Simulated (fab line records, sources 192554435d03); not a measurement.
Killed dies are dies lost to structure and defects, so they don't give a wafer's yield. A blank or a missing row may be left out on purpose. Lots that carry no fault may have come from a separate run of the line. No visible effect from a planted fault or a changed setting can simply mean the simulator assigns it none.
Matching of chambers ; flow n5Finfet ; N5_HKMG_FIN_ETCH_67 on rieDiel-05 has 4 sister chambers
The step etches SOC in N2/H2, stops on TiN, target depth 388.9 nm. 4 wafers are shown with their chamber, then 11 later ones without.

## EACH WAFER AND ITS CHAMBER
wafer;chamber;showerheadPlenumPTorr (Torr)
L080.1;2;2.40
L086.2;1;2.59
L086.3;0;2.49
L087.1;3;2.64

## WAFERS WHOSE CHAMBER IS MISSING
wafer;showerheadPlenumPTorr (Torr)
L087.2;2.48
L087.6;2.48
L090.3;2.48
L090.4;2.72
L090.5;2.48
L092.2;2.58
L092.3;2.71
L092.5;2.48
L097.2;2.47
L097.3;2.63
L097.4;2.71

## WHICH CHAMBER EACH WENT THROUGH
wafer;from the rows above;in truth
L087.2;can't be placed: 0 or 2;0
L087.6;can't be placed: 0 or 2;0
L090.3;can't be placed: 0 or 2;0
L090.4;can't be placed: 3 or 1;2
L090.5;can't be placed: 0 or 2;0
L092.2;can't be placed: 1 or 3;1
L092.3;can't be placed: 3 or 1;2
L092.5;can't be placed: 0 or 2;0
L097.2;can't be placed: 0 or 2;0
L097.3;can't be placed: 3 or 1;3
L097.4;can't be placed: 3 or 1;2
Correct placement for 0 of the 11. Cannot be placed on the basis of these rows: 11; the candidates contain the true chamber in 8. Placed wrongly: 0.
How it was worked out, from the rows above alone: a wafer's distance from a chamber is the root of the sum, over the readings, of the square of ((its reading less the chamber's mean) divided by the reading's scatter). The wafer belongs to the nearest chamber; if the next one is less than 2 further off, it can't be placed. For every chamber, the mean is computed from those of its wafers that are shown. The scatter: with one shown wafer a chamber, the root of the mean of the squares of how far each hidden wafer lies from its nearest shown one.
